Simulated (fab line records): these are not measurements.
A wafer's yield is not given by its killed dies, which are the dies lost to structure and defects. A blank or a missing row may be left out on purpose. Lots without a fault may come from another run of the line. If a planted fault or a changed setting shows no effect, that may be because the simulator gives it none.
fab line records    flow n5_finfet
record lots=10  wafers=30  last_day=17
route steps=1938 shown BEOL_M0@720 PAD_METAL@1894 PASSIVATION@1911
lots with no fault: from the same line, run without faults
start_h: the number of hours between the record's first day and the start of the first shown wafer of the lot    wait_h: hours from the lot's prior step to this one    " as in the row above    L1.1+2: several wafers, shown together as one row    - either no value or no given start    * or withheld: withheld    < > ~ a bound
route shown NAME@n: NAME is a module with steps in the file, n the number in the route of the first one    usual: mean/standard deviation taken from wafers without a fault    same: alike in all rows    chamber/n: place in a boat    sites: readings site by site    _std_site: standard deviation across them    _edge_site: the outer-site mean with the inner-site mean subtracted    radius_mm: for every site, how far away it sits from the centre of the wafer    mask NAME#n: copy n    behind: the tool/chamber that last shaped the wafer    hold: why the lot was held/for how many hours/how that ended    device: names the non-switching transistor (n, p or np)    end of line: at the end of the route, the tests of the same wafers    a step without rows: its recipe alone    killed: not the wafer's yield, but the dies lost to structure and defects at the first sort    map: a wafer's dies, x killed, . not, _ none there
set.NAME: the setting as run; set.NAME@STEP: as run at that earlier step    model.NAME: the simulator's own value behind a step, which no gauge read
one table for each step of the route and one row for each wafer, over a sample of lots
services: from which hour (start_h, from the record's first day; less than 0 if before it) a tool's chamber was out of use, for how many hours, and why
## steps
# step N5_BEOL_M0_ETCH_128
# recipe chemistry=CF4/N2  target_depth_a=120  overetch_a=51  target=SiCN  time_s=21.4  ion_energy_ev=150  pressure_mtorr=40  source_w=430  bias_w=70  Ar_flow_sccm=100  cf4_flow_sccm=60  n2_flow_sccm=60
# usual drypump_motor_current_A=5.8/0.38  n2_flow_sccm=60.02/0.19  oes_product_au=0.54/0.064  rf_vpp_V=381.3/1.6  showerhead_plenum_p_Torr=2.17/0.056  throttle_valve_pct=15.49/0.27
lot.wafer  tool         chamber  start_h  wait_h  drypump_motor_current_A  n2_flow_sccm  oes_product_au  rf_hours_counter_h  rf_vpp_V  showerhead_plenum_p_Torr  throttle_valve_pct
L426.1     rie_diel-05  2        115.78   0.4     6.2                      60.04         0.47            235                 383.3     2.26                      15.83
L426.2     "            0        "        "       5.7                      59.78         0.59            39                  381.0     2.15                      15.21
L426.6     "            2        "        "       6.2                      59.95         0.47            -                   383.7     2.26                      15.80
L428.1     rie_diel-02  2        125.15   0.0     6.1                      60.16         0.52            164                 383.9     2.29                      15.81
L428.2     "            1        "        "       5.0                      59.96         0.51            167                 380.3     2.12                      15.43
L428.4     "            3        "        "       6.1                      60.29         0.51            180                 379.9     2.12                      15.95
L430.3     rie_diel-06  0        136.75   0.1     5.8                      60.00         0.66            3                   380.2     2.17                      15.23
L430.5     "            1        "        "       6.0                      59.88         0.52            -                   383.4     2.21                      15.58
L430.6     "            3        "        "       6.2                      60.10         0.53            -                   380.6     2.13                      15.51
L429.2     rie_diel-06  3        136.86   0.2     6.2                      59.97         0.52            154                 379.5     2.13                      15.52
L429.5     "            0        "        "       5.8                      60.02         0.67            -                   381.8     2.17                      15.23
L429.6     "            1        "        "       6.0                      59.83         0.51            -                   380.7     2.20                      15.58
L431.2     rie_diel-05  2        145.98   0.0     6.2                      59.97         0.46            247                 385.0     2.26                      15.84
L431.4     "            0        "        "       5.6                      60.28         0.59            51                  381.0     2.15                      15.23
L431.5     "            0        "        "       5.6                      60.21         0.59            -                   380.7     2.15                      15.24
L432.3     rie_diel-02  0        159.84   0.0     5.9                      60.37         0.50            207                 380.7     2.09                      15.60
L432.5     "            0        "        "       5.9                      60.43         0.50            -                   379.2     2.09                      15.59
L432.6     "            3        "        "       6.1                      60.12         0.50            -                   380.5     2.11                      15.96
L441.1     rie_diel-05  2        208.42   0.6     6.2                      59.80         0.62            15                  383.7     2.25                      15.35
L441.2     "            3        "        "       5.7                      60.26         0.47            229                 380.7     2.18                      15.57
L441.5     "            2        "        "       6.3                      60.21         0.62            -                   383.0     2.25                      15.36
L444.2     rie_diel-06  0        219.70   0.0     5.8                      59.93         0.62            36                  382.8     2.16                      15.31
L444.3     "            1        "        "       6.0                      59.84         0.49            184                 381.6     2.19                      15.66
L444.5     "            2        "        "       5.9                      59.99         0.63            -                   381.5     2.16                      14.98
L445.1     rie_diel-02  2        235.03   0.0     6.1                      60.20         0.50            203                 384.0     2.27                      15.90
L445.3     "            3        "        "       6.1                      59.96         0.48            217                 378.6     2.10                      16.03
L445.6     "            1        "        "       5.0                      59.92         0.49            -                   379.6     2.11                      15.51
L449.1     rie_diel-02  1        263.62   0.0     5.0                      60.22         0.48            214                 379.7     2.10                      15.52
L449.2     "            3        "        "       6.1                      60.20         0.47            226                 379.5     2.10                      16.04
L449.3     "            2        "        "       6.2                      60.33         0.49            214                 383.3     2.27                      15.92
# step N5_PASSIVATION_PRE_CLEAN_19
# recipe gas=H2/He  time_s=*  temp_c=*
# usual heater_power_w=459/49
lot.wafer  tool            chamber  start_h  wait_h  heater_power_w
L426.1     pvd_sputter-02  -        261.52   0.0     446
L426.2     "               -        "        "       403
L426.6     "               -        "        "       410
L428.1     pvd_sputter-03  -        269.43   0.0     383
L428.2     "               -        "        "       497
L428.4     "               -        "        "       464
L430.3     pvd_sputter-01  -        272.62   0.0     472
L430.5     "               -        "        "       474
L430.6     "               -        "        "       556
L429.2     pvd_sputter-02  -        276.34   0.0     513
L429.5     "               -        "        "       399
L429.6     "               -        "        "       411
L432.3     pvd_sputter-01  -        310.60   0.0     462
L432.5     "               -        "        "       562
L432.6     "               -        "        "       471
L431.2     pvd_sputter-02  -        310.90   0.0     443
L431.4     "               -        "        "       402
L431.5     "               -        "        "       413
L441.1     pvd_sputter-03  -        362.20   0.0     465
L441.2     "               -        "        "       485
L441.5     "               -        "        "       493
L444.2     pvd_sputter-02  -        368.46   0.0     417
L444.3     "               -        "        "       410
L444.5     "               -        "        "       443
L445.1     pvd_sputter-01  -        381.79   0.0     478
L445.3     "               -        "        "       550
L445.6     "               -        "        "       473
L449.1     pvd_sputter-01  -        397.24   0.0     462
L449.2     "               -        "        "       501
L449.3     "               -        "        "       544
# step N5_PASSIVATION_STRIP_34
# recipe chemistry=O2  power_w=600  temp_c=60  pressure_mtorr=30  rf_frequency_hz=6e+07  bias_power_w=0  overash_fraction=2  o2_flow_sccm=225
# usual drypump_motor_current_A=5.9/0.36  oes_product_au=0.79/0.096  rf_vpp_V=3.5/1.4  showerhead_plenum_p_Torr=2.08/0.088  throttle_valve_pct=16.75/0.28
lot.wafer  tool         chamber  start_h  wait_h  drypump_motor_current_A  oes_product_au  rf_hours_counter_h  rf_vpp_V  showerhead_plenum_p_Torr  throttle_valve_pct
L426.1     rie_diel-02  3        263.26   0.2     6.1                      0.71            226                 3.0       1.98                      17.24
L426.2     "            1        "        "       5.0                      0.69            214                 5.5       1.98                      16.67
L426.6     "            2        "        "       6.1                      0.73            -                   5.1       2.17                      17.25
L428.1     rie_diel-06  1        270.90   0.2     5.9                      0.71            197                 2.8       2.08                      16.92
L428.2     "            2        "        "       5.9                      0.89            45                  4.4       2.06                      16.35
L428.4     "            3        "        "       6.2                      0.74            194                 1.7       2.00                      16.86
L430.3     rie_diel-02  3        274.10   0.1     6.1                      0.69            230                 3.5       1.98                      17.26
L430.5     "            1        "        "       5.0                      0.68            -                   4.4       1.98                      16.72
L430.6     "            2        "        "       6.2                      0.71            -                   2.9       2.17                      17.18
L429.2     rie_diel-05  0        277.77   0.1     5.6                      0.82            93                  4.0       2.02                      16.51
L429.5     "            1        "        "       5.1                      0.86            -                   3.5       2.03                      16.44
L429.6     "            0        "        "       5.7                      0.83            -                   2.2       2.02                      16.53
L432.3     rie_diel-06  1        312.43   0.4     6.0                      0.69            213                 3.3       2.08                      16.97
L432.5     "            1        "        "       5.9                      0.70            -                   2.6       2.07                      16.95
L432.6     "            2        "        "       5.9                      0.87            -                   3.2       2.05                      16.38
L431.2     rie_diel-02  1        312.51   0.1     5.0                      0.67            235                 4.9       1.98                      16.72
L431.4     "            3        "        "       6.1                      0.68            -                   3.3       1.97                      17.25
L431.5     "            2        "        "       6.1                      0.70            -                   5.4       2.16                      17.20
L441.1     rie_diel-02  2        363.80   0.1     6.2                      0.70            249                 3.7       2.16                      17.20
L441.2     "            3        "        "       6.1                      0.97            6                   3.7       2.23                      16.80
L441.5     "            0        "        "       5.8                      0.92            -                   5.1       2.24                      16.51
L444.2     rie_diel-06  1        370.28   0.1     6.0                      0.69            233                 4.5       2.07                      16.95
L444.3     "            3        "        "       6.1                      0.71            231                 2.5       1.99                      16.90
L444.5     "            3        "        "       6.1                      0.71            -                   8.2       1.99                      16.86
L445.1     rie_diel-02  0        383.14   0.1     5.9                      0.92            26                  2.4       2.23                      16.51
L445.3     "            1        "        "       5.0                      0.97            2                   1.6       2.23                      16.31
L445.6     "            3        "        "       6.1                      0.93            -                   5.4       2.23                      16.75
L449.1     rie_diel-06  1        399.14   0.1     6.0                      0.69            244                 5.4       2.06                      17.03
L449.2     "            0        "        "       5.8                      0.82            98                  4.1       2.03                      16.66
L449.3     "            3        "        "       6.2                      0.67            242                 1.8       1.98                      16.84
# step N5_PASSIVATION_STRIP_48
# recipe chemistry=O2  power_w=600  temp_c=60  pressure_mtorr=30  rf_frequency_hz=6e+07  bias_power_w=0  overash_fraction=0.5  o2_flow_sccm=225
# usual drypump_motor_current_A=5.8/0.36  oes_product_au=0.80/0.088  rf_vpp_V=3.5/2.2  showerhead_plenum_p_Torr=2.06/0.071  throttle_valve_pct=16.67/0.24
lot.wafer  tool         chamber  start_h  wait_h  drypump_motor_current_A  oes_product_au  rf_hours_counter_h  rf_vpp_V  showerhead_plenum_p_Torr  throttle_valve_pct
L426.1     rie_diel-05  1        265.30   0.1     5.1                      0.87            55                  1.3       2.03                      16.50
L426.2     "            0        "        "       5.6                      0.82            87                  3.0       2.02                      16.52
L426.6     "            2        "        "       6.2                      0.87            -                   5.7       2.13                      16.62
L428.1     rie_diel-06  0        272.94   0.1     5.7                      0.85            55                  6.5       2.04                      16.59
L428.2     "            2        "        "       5.9                      0.91            46                  3.5       2.06                      16.46
L428.4     "            3        "        "       6.2                      0.75            195                 4.6       2.00                      16.77
L430.3     rie_diel-06  1        276.83   0.1     6.0                      0.69            199                 2.1       2.08                      16.86
L430.5     "            3        "        "       6.2                      0.75            -                   3.8       2.00                      16.85
L430.6     "            1        "        "       6.0                      0.70            -                   4.1       2.08                      16.95
L429.2     rie_diel-05  2        279.58   0.1     6.2                      0.86            45                  2.4       2.12                      16.68
L429.5     "            0        "        "       5.7                      0.82            -                   2.2       2.02                      16.51
L429.6     "            2        "        "       6.2                      0.84            -                   6.3       2.12                      16.69
L432.3     rie_diel-06  0        314.11   0.1     5.8                      0.87            66                  3.2       2.04                      16.59
L432.5     "            0        "        "       5.8                      0.89            -                   7.4       2.04                      16.60
L432.6     "            3        "        "       6.1                      0.70            -                   5.5       2.00                      16.86
L431.2     rie_diel-06  3        314.70   0.1     6.2                      0.69            210                 2.7       2.00                      16.83
L431.4     "            1        "        "       5.9                      0.70            213                 3.2       2.07                      16.93
L431.5     "            2        "        "       5.9                      0.89            -                   4.1       2.05                      16.36
L441.1     rie_diel-06  3        365.65   0.1     6.1                      0.69            229                 3.6       1.99                      16.88
L441.2     "            2        "        "       5.9                      0.84            81                  3.5       2.04                      16.43
L441.5     "            3        "        "       6.2                      0.70            -                   5.9       1.99                      16.95
L444.2     rie_diel-06  0        371.96   0.1     5.8                      0.80            88                  6.2       2.03                      16.65
L444.3     "            3        "        "       6.2                      0.68            232                 2.8       1.99                      16.90
L444.5     "            0        "        "       5.8                      0.82            -                   5.3       2.03                      16.66
L445.1     rie_diel-05  3        384.82   0.1     5.7                      0.89            39                  1.3       2.04                      16.43
L445.3     "            2        "        "       6.2                      0.79            84                  2.5       2.11                      16.71
L445.6     "            3        "        "       5.8                      0.91            -                   5.0       2.04                      16.46
L449.1     rie_diel-05  2        400.90   0.1     6.3                      0.79            92                  0.3       2.10                      16.76
L449.2     "            0        "        "       5.7                      0.76            142                 0.3       2.00                      16.57
L449.3     "            3        "        "       5.7                      0.85            46                  1.5       2.04                      16.39
# step N5_PASSIVATION_PROBE_49
# usual defect_limited_yield=91.1/1.3  killed_at_M0_to_M3=34/10  killed_at_M4_up=14/5.7  killed_at_contacts=12/5.9  killed_at_front_end=41/12  killed_at_other=4/3.1  killed_dies=105/15  killed_on_rim=14/4.2  killed_open=69/11  killed_short=35/7.8  sort_bin_5_function=5.3/0.81  sort_bin_6_memory=3.3/0.75  sort_bin_8_speed=0.00/0.007  sort_n_pass=1075/15  sort_yield_pct=91.1/1.3
# same gross_dies=1180  killed_at_back_side=0  sort_bin_4_leakage[%]=0
lot.wafer  tool       chamber  start_h  wait_h  defect_limited_yield[%]  killed_at_M0_to_M3  killed_at_M4_up  killed_at_contacts  killed_at_front_end  killed_at_other  killed_dies  killed_on_rim  killed_open  killed_short  sort_bin_5_function[%]  sort_bin_6_memory[%]  sort_bin_8_speed[%]  sort_n_pass  sort_yield_pct[%]
L426.1     prober-02  -        267.79   0.0     91.3                     37                  15               15                  33                   3                103          15             72           31            5.2                     3.6                   0                    1077         91.3
L426.2     prober-02  -        267.84   0.1     89.7                     39                  11               17                  47                   7                121          26             80           39            6.0                     4.2                   0                    1059         89.7
L426.6     prober-02  -        268.04   0.3     92.5                     26                  10               17                  33                   3                89           10             55           28            4.5                     2.5                   0                    1091         92.5
L430.3     prober-01  -        279.42   0.1     92.7                     20                  11               24                  29                   2                86           9              61           23            4.4                     2.7                   0                    1094         92.7
L430.5     prober-01  -        279.52   0.2     90.6                     47                  12               20                  30                   2                111          14             69           41            6.3                     2.9                   0                    1069         90.6
L430.6     prober-01  -        279.57   0.3     92.2                     29                  14               8                   40                   1                92           12             59           30            5.3                     2.2                   0                    1088         92.2
L432.3     prober-01  -        316.74   0.1     91.2                     36                  23               11                  30                   4                104          13             75           29            5.3                     3.4                   0                    1076         91.2
L432.5     prober-01  -        316.84   0.2     92.0                     22                  12               22                  30                   8                94           10             58           34            4.7                     2.9                   0                    1086         92.0
L432.6     prober-01  -        316.89   0.3     90.9                     37                  22               15                  32                   1                107          19             73           34            4.5                     4.3                   0                    1073         90.9
L431.2     prober-01  -        317.98   0.8     93.3                     25                  12               16                  25                   1                79           7              46           33            4.2                     2.1                   0                    1101         93.3
L431.4     prober-01  -        318.08   0.9     90.9                     32                  14               10                  49                   2                107          13             67           40            6.1                     2.8                   0                    1073         90.9
L431.5     prober-01  -        318.13   0.9     90.3                     39                  10               20                  40                   5                114          12             77           36            4.9                     4.5                   0                    1066         90.3
L441.1     prober-02  -        368.49   0.4     91.3                     38                  20               9                   36                   0                103          18             66           37            5.6                     3.0                   0                    1077         91.3
L441.2     prober-02  -        368.54   0.4     82.5                     146                 17               13                  30                   0                206          29             54           29            10.3                    3.4                   0                    974          82.5
L441.5     prober-02  -        368.69   0.6     91.3                     15                  12               12                  61                   3                103          12             66           34            5.0                     3.3                   0                    1077         91.3
L444.2     prober-01  -        374.51   0.1     87.9                     51                  13               3                   74                   2                143          22             77           63            6.9                     4.7                   0                    1037         87.9
L444.3     prober-01  -        374.56   0.1     90.8                     50                  8                3                   42                   6                109          9              67           40            5.8                     3.0                   0                    1071         90.8
L444.5     prober-01  -        374.66   0.2     89.4                     54                  12               5                   52                   2                125          16             78           46            6.6                     3.3                   0                    1055         89.4
L449.1     prober-01  -        403.40   0.0     91.2                     41                  11               16                  29                   7                104          12             68           35            5.3                     3.3                   0                    1076         91.2
L449.2     prober-01  -        403.45   0.1     91.6                     25                  22               5                   40                   7                99           12             65           33            5.6                     2.5                   0                    1081         91.6
L449.3     prober-01  -        403.50   0.1     92.1                     38                  13               14                  21                   7                93           16             55           32            4.7                     3.0                   0                    1087         92.1
# killed by level:class
L426.1 BEOL_M3:geometric_particle:open=13 MOL_CONTACT_COAG:geometric_particle:open=11 BEOL_M1:geometric_particle:open=11 FIN_SAQP:geometric_particle:short=7 BEOL_M2:geometric_particle:open=7 BEOL_M8:geometric_particle:open=6 DUMMY_GATE:geometric_particle:open=5 FIN_SAQP:geometric_particle:open=4
L426.2 BEOL_M3:geometric_particle:open=18 MOL_CONTACT_COAG:geometric_particle:open=13 FIN_SAQP:geometric_particle:open=10 STI_FIN_REVEAL:geometric_particle:open=7 FIN_SAQP:geometric_particle:short=6 DUMMY_GATE:geometric_particle:open=5 BEOL_M1:geometric_particle:open=5 BEOL_M3:geometric_particle:short=5
L426.6 MOL_CONTACT_COAG:geometric_particle:open=15 BEOL_M3:geometric_particle:open=9 FIN_SAQP:geometric_particle:short=8 BEOL_M0_SAQP:geometric_particle:short=7 BEOL_M0_SAQP:geometric_particle:open=5 HKMG_FIN:area_etch=5 FIN_SAQP:geometric_particle:open=4 BEOL_M4:geometric_particle:open=4
L430.3 MOL_CONTACT_COAG:geometric_particle:open=23 DUMMY_GATE:geometric_particle:open=9 BEOL_M4:geometric_particle:open=8 GATE_CUT:geometric_particle:short=5 BEOL_M2:geometric_particle:open=4 BEOL_M1:geometric_particle:open=4 DUMMY_GATE:geometric_particle:short=3 BEOL_M0:geometric_particle:open=3
L430.5 BEOL_M2:geometric_particle:open=16 MOL_CONTACT_COAG:geometric_particle:open=10 MOL_CONTACT_COAG:geometric_particle:short=9 BEOL_M0_SAQP:geometric_particle:short=9 BEOL_M0:geometric_particle:open=8 BEOL_M0_SAQP:geometric_particle:open=6 GATE_CUT:geometric_particle:short=5 BEOL_M5:geometric_particle:open=5
L430.6 BEOL_M0_SAQP:geometric_particle:open=9 BEOL_M0_SAQP:geometric_particle:short=7 BEOL_M4:geometric_particle:open=7 STI_FIN_REVEAL:geometric_particle:open=6 DUMMY_GATE:geometric_particle:open=6 GATE_CUT:geometric_particle:short=6 FIN_SAQP:geometric_particle:open=5 MOL_CONTACT_COAG:geometric_particle:open=5
L432.3 BEOL_M0_SAQP:geometric_particle:open=13 STI_FIN_REVEAL:geometric_particle:open=9 BEOL_M4:geometric_particle:open=9 BEOL_M5:geometric_particle:open=9 GATE_CUT:geometric_particle:short=7 MOL_CONTACT_COAG:geometric_particle:open=7 BEOL_M0_SAQP:geometric_particle:short=6 BEOL_M3:geometric_particle:open=6
L432.5 MOL_CONTACT_COAG:geometric_particle:open=17 GATE_CUT:geometric_particle:short=11 STI_FIN_REVEAL:geometric_particle:open=9 MOL_CONTACT_COAG:geometric_particle:short=5 BEOL_M0_SAQP:geometric_particle:open=5 BEOL_M1:geometric_particle:open=5 BEOL_M0_SAQP:geometric_particle:short=4 PAD_METAL:geometric_particle:short=4
L432.6 MOL_CONTACT_COAG:geometric_particle:open=11 STI_FIN_REVEAL:geometric_particle:open=10 BEOL_M4:geometric_particle:open=9 BEOL_M0_SAQP:geometric_particle:open=6 BEOL_M0_SAQP:geometric_particle:short=6 BEOL_M1:geometric_particle:open=6 BEOL_M2:geometric_particle:open=6 BEOL_M3:geometric_particle:open=5
L431.2 MOL_CONTACT_COAG:geometric_particle:open=10 FIN_SAQP:geometric_particle:short=8 BEOL_M0_SAQP:geometric_particle:short=8 MOL_CONTACT_COAG:geometric_particle:short=6 FIN_SAQP:geometric_particle:open=6 BEOL_M4:geometric_particle:open=6 BEOL_M0_SAQP:geometric_particle:open=4 BEOL_M3:geometric_particle:short=4
L431.4 STI_FIN_REVEAL:geometric_particle:open=15 BEOL_M0_SAQP:geometric_particle:short=10 FIN_SAQP:geometric_particle:short=8 MOL_CONTACT_COAG:geometric_particle:open=8 BEOL_M0_SAQP:geometric_particle:open=8 BEOL_M4:geometric_particle:open=7 BEOL_M2:geometric_particle:open=6 ILD0:geometric_particle:open=4
L431.5 STI_FIN_REVEAL:geometric_particle:open=19 MOL_CONTACT_COAG:geometric_particle:open=17 BEOL_M0_SAQP:geometric_particle:short=11 BEOL_M0_SAQP:geometric_particle:open=11 BEOL_M1:geometric_particle:open=5 BEOL_M4:geometric_particle:open=4 PASS1_CAP:geometric_particle:short=4 FIN_SAQP:geometric_particle:open=3
L441.1 BEOL_M2:geometric_particle:open=11 BEOL_M4:geometric_particle:open=9 BEOL_M1:geometric_particle:open=8 BEOL_M0_SAQP:geometric_particle:open=7 FIN_SAQP:geometric_particle:short=6 MOL_CONTACT_COAG:geometric_particle:open=6 BEOL_M0_SAQP:geometric_particle:short=6 FIN_SAQP:geometric_particle:open=5
L441.2 BEOL_M0:unspecified=121 MOL_CONTACT_COAG:geometric_particle:open=11 STI_FIN_REVEAL:geometric_particle:open=10 ILD0:geometric_particle:short=7 BEOL_M0_SAQP:geometric_particle:short=7 BEOL_M1:geometric_particle:open=6 BEOL_M4:geometric_particle:open=6 BEOL_M2:geometric_particle:open=5
L441.5 FIN_SAQP:geometric_particle:open=10 STI_FIN_REVEAL:geometric_particle:open=9 BEOL_M4:geometric_particle:open=9 MOL_CONTACT_COAG:geometric_particle:open=9 FIN_SAQP:geometric_particle:short=7 GATE_CUT:geometric_particle:open=7 STARTING-WAFER:geometric_particle:short=7 DUMMY_GATE:geometric_particle:open=6
L444.2 FIN_SAQP:geometric_particle:short=30 FIN_SAQP:geometric_particle:open=19 BEOL_M0_SAQP:geometric_particle:short=14 BEOL_M0_SAQP:geometric_particle:open=10 STI_FIN_REVEAL:geometric_particle:open=8 BEOL_M3:geometric_particle:open=8 BEOL_M1:geometric_particle:open=7 BEOL_M4:geometric_particle:open=5
L444.3 BEOL_M3:geometric_particle:open=15 BEOL_M0_SAQP:geometric_particle:short=13 FIN_SAQP:geometric_particle:open=9 FIN_SAQP:geometric_particle:short=8 BEOL_M0_SAQP:geometric_particle:open=7 STI_FIN_REVEAL:geometric_particle:open=6 GATE_CUT:geometric_particle:short=6 BEOL_M2:geometric_particle:open=5
L444.5 FIN_SAQP:geometric_particle:short=16 BEOL_M0_SAQP:geometric_particle:open=15 FIN_SAQP:geometric_particle:open=14 BEOL_M3:geometric_particle:open=14 BEOL_M0_SAQP:geometric_particle:short=9 BEOL_M1:geometric_particle:open=6 BEOL_M2:geometric_particle:open=6 STI_FIN_REVEAL:geometric_particle:open=5
L449.1 MOL_CONTACT_COAG:geometric_particle:open=16 BEOL_M0_SAQP:geometric_particle:short=15 BEOL_M0_SAQP:geometric_particle:open=10 STI_FIN_REVEAL:geometric_particle:open=8 BEOL_M2:geometric_particle:open=7 FIN_SAQP:geometric_particle:open=6 BEOL_M1:geometric_particle:open=6 FIN_SAQP:geometric_particle:short=4
L449.2 BEOL_M4:geometric_particle:open=13 FIN_SAQP:geometric_particle:open=10 STI_FIN_REVEAL:geometric_particle:open=9 FIN_SAQP:geometric_particle:short=7 BEOL_M0_SAQP:geometric_particle:open=7 MOL_CONTACT_COAG:geometric_particle:open=5 BEOL_M1:geometric_particle:open=5 BEOL_M3:geometric_particle:open=4
L449.3 MOL_CONTACT_COAG:geometric_particle:open=9 BEOL_M0_SAQP:geometric_particle:short=9 BEOL_M0_SAQP:geometric_particle:open=9 STI_FIN_REVEAL:geometric_particle:open=7 BEOL_M3:geometric_particle:open=7 FIN_SAQP:geometric_particle:short=5 MOL_CONTACT_COAG:geometric_particle:short=5 BEOL_M1:geometric_particle:open=5
## services
tool            chamber  start_h  hours  kind
rie_diel-06     0        102.20   -      clean
rie_diel-06     0        102.20   -      consumable_replace:focus_ring
rie_diel-05     3        117.14   1.4    repair
pvd_sputter-03  -        119.61   1.0    repair
rie_diel-05     0        158.30   8.1    repair
rie_diel-02     2        180.54   3.9    repair
rie_diel-05     3        185.11   4.9    repair
rie_diel-06     2        209.85   1.5    repair
pvd_sputter-02  -        222.72   1.7    repair
rie_diel-02     -        243.77   0.4    repair
rie_diel-05     0        246.43   14.1   repair
rie_diel-06     1        249.84   9.5    repair
rie_diel-06     0        274.73   1.6    repair
rie_diel-06     0        276.83   7.2    repair
rie_diel-02     0        286.55   12.4   repair
rie_diel-02     -        320.74   3.6    repair
rie_diel-02     2        328.81   3.2    repair
rie_diel-06     1        352.27   2.4    repair
rie_diel-02     1        362.03   1.3    repair
rie_diel-05     2        366.19   1.2    repair
rie_diel-06     2        368.01   12.3   repair
rie_diel-02     3        386.31   2.8    repair
rie_diel-05     1        392.31   7.0    repair
rie_diel-05     1        399.46   6.0    repair
## key
first_sign step=N5_PASSIVATION_PROBE_49  reading=killed_at_M0_to_M3  direction=up  sigmas=11  usual=34  struck=146
effect step=N5_PASSIVATION_PROBE_49  reading=defect_limited_yield  direction=down  sigmas=6.5  usual=91.1  struck=82.5
more_kills_born_at N5_BEOL_M0_ETCH_128@rie_diel-05=121
met_at N5_BEOL_M0_ETCH_128
struck_lots L441
struck_wafers L441.2
not_acting_at N5_PASSIVATION_PRE_CLEAN_19,N5_PASSIVATION_STRIP_34,N5_PASSIVATION_STRIP_48
fault kind=chamber_particle_source  tool=rie_diel-05  chamber=3  onset_h=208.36  steps=N5_BEOL_M0_ETCH_128  rate_per_visit_cm2=2.0627  end_h=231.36
